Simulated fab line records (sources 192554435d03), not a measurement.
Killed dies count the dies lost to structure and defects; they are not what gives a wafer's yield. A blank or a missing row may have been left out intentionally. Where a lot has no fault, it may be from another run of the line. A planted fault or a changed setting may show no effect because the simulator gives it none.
Lot-split experiment :: flow n5-finfet :: 21 wafers read across 7 lots, on a route 1938 steps long

== THE SPLIT ITSELF ==
At N5_PASSIVATION_ETCH_15 (etches SiCN in CF4/N2, target depth 75 nm, time 81.2 s), the setting bias-w was moved away from the recipe's 70 W on 13 of the 21 wafers read, by -14.4% to +18.0%. All remaining wafers had this setting at the recipe value.

The reading comes from the split's own step.

== THE READING ==
rf-vpp-V, in V, at N5_PASSIVATION_ETCH_15 (etches SiCN in CF4/N2, target depth 75 nm, time 81.2 s). On this fab line, fault-free wafers typically give 381.3 V with a standard deviation of 1.7 V.

wafer: L074.3
tool, chamber at the split: rie-diel-06, 3
bias-w as run, W: 74.45
against the recipe: +6.4%
rf-vpp-V, V: 395.6
against lot-mates on the recipe: +15.5

wafer: L074.4
tool, chamber at the split: rie-diel-06, 1
bias-w as run, W: 70
against the recipe: recipe
rf-vpp-V, V: 379.9
against lot-mates on the recipe: -

wafer: L074.6
tool, chamber at the split: rie-diel-06, 3
bias-w as run, W: 70
against the recipe: recipe
rf-vpp-V, V: 380.3
against lot-mates on the recipe: -

wafer: L075.1
tool, chamber at the split: rie-diel-01, 0
bias-w as run, W: 70
against the recipe: recipe
rf-vpp-V, V: 380.9
against lot-mates on the recipe: -

wafer: L075.3
tool, chamber at the split: rie-diel-01, 2
bias-w as run, W: 70
against the recipe: recipe
rf-vpp-V, V: 380.2
against lot-mates on the recipe: -

wafer: L075.4
tool, chamber at the split: rie-diel-01, 3
bias-w as run, W: 70
against the recipe: recipe
rf-vpp-V, V: 382.2
against lot-mates on the recipe: -

wafer: L079.1
tool, chamber at the split: rie-diel-03, 1
bias-w as run, W: 66.12
against the recipe: -5.5%
rf-vpp-V, V: 369.3
against lot-mates on the recipe: -10.6

wafer: L079.3
tool, chamber at the split: rie-diel-03, 0
bias-w as run, W: 66.12
against the recipe: -5.5%
rf-vpp-V, V: 369.1
against lot-mates on the recipe: -10.8

wafer: L079.6
tool, chamber at the split: rie-diel-03, 2
bias-w as run, W: 70
against the recipe: recipe
rf-vpp-V, V: 379.9
against lot-mates on the recipe: -

wafer: L083.2
tool, chamber at the split: rie-diel-01, 1
bias-w as run, W: 59.93
against the recipe: -14.4%
rf-vpp-V, V: 345.5
against lot-mates on the recipe: no lot-mate on the recipe

wafer: L083.4
tool, chamber at the split: rie-diel-01, 0
bias-w as run, W: 59.93
against the recipe: -14.4%
rf-vpp-V, V: 345.1
against lot-mates on the recipe: no lot-mate on the recipe

wafer: L083.6
tool, chamber at the split: rie-diel-01, 3
bias-w as run, W: 59.93
against the recipe: -14.4%
rf-vpp-V, V: 344.2
against lot-mates on the recipe: no lot-mate on the recipe

wafer: L087.1
tool, chamber at the split: rie-diel-06, 3
bias-w as run, W: 82.58
against the recipe: +18.0%
rf-vpp-V, V: 420.4
against lot-mates on the recipe: +38.5

wafer: L087.4
tool, chamber at the split: rie-diel-06, 0
bias-w as run, W: 82.58
against the recipe: +18.0%
rf-vpp-V, V: 421.5
against lot-mates on the recipe: +39.6

wafer: L087.6
tool, chamber at the split: rie-diel-06, 2
bias-w as run, W: 70
against the recipe: recipe
rf-vpp-V, V: 381.9
against lot-mates on the recipe: -

wafer: L090.3
tool, chamber at the split: rie-diel-01, 3
bias-w as run, W: 79.34
against the recipe: +13.3%
rf-vpp-V, V: 413.8
against lot-mates on the recipe: +33.6

wafer: L090.4
tool, chamber at the split: rie-diel-01, 0
bias-w as run, W: 79.34
against the recipe: +13.3%
rf-vpp-V, V: 412.3
against lot-mates on the recipe: +32.1

wafer: L090.5
tool, chamber at the split: rie-diel-01, 0
bias-w as run, W: 70
against the recipe: recipe
rf-vpp-V, V: 380.2
against lot-mates on the recipe: -

wafer: L091.2
tool, chamber at the split: rie-diel-03, 0
bias-w as run, W: 62.69
against the recipe: -10.4%
rf-vpp-V, V: 357.2
against lot-mates on the recipe: no lot-mate on the recipe

wafer: L091.5
tool, chamber at the split: rie-diel-03, 2
bias-w as run, W: 62.69
against the recipe: -10.4%
rf-vpp-V, V: 353.1
against lot-mates on the recipe: no lot-mate on the recipe

wafer: L091.6
tool, chamber at the split: rie-diel-03, 1
bias-w as run, W: 62.69
against the recipe: -10.4%
rf-vpp-V, V: 356.3
against lot-mates on the recipe: no lot-mate on the recipe

THE FIT
A straight line over all 21 wafers: rf-vpp-V changes by +2.37 V for each +1% of bias-w; r = +1.00; the points scatter about the line by 1.5 V.
The same after taking each lot's own level away (the mean of its wafers on the recipe; 15 wafers): +2.23 V for each +1%; r = +1.00; scatter 1.4 V.
Per that fit: largest bias-w move, reading shift of 40 V.
Measured against the standard deviation above, the lots' own levels, which go from 379.90 to 381.90 V, span 1.2 times it.
Consequently the slope shifts little with the lot-to-lot level, the two slopes agreeing.
Check: +41.6 V against its lot-mates is what the line predicts for one of the wafers moved furthest among these (+18.0%) when that wafer is left out of the fit. It came out at +38.5 V against them.
Tool readings at the split's step, against how far the setting was moved: rf-vpp-V r = +1.00.

== THE FILE'S OWN FIT ==
rf-vpp-V changes by +2.27 V for each +1% of bias-w, r = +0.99.
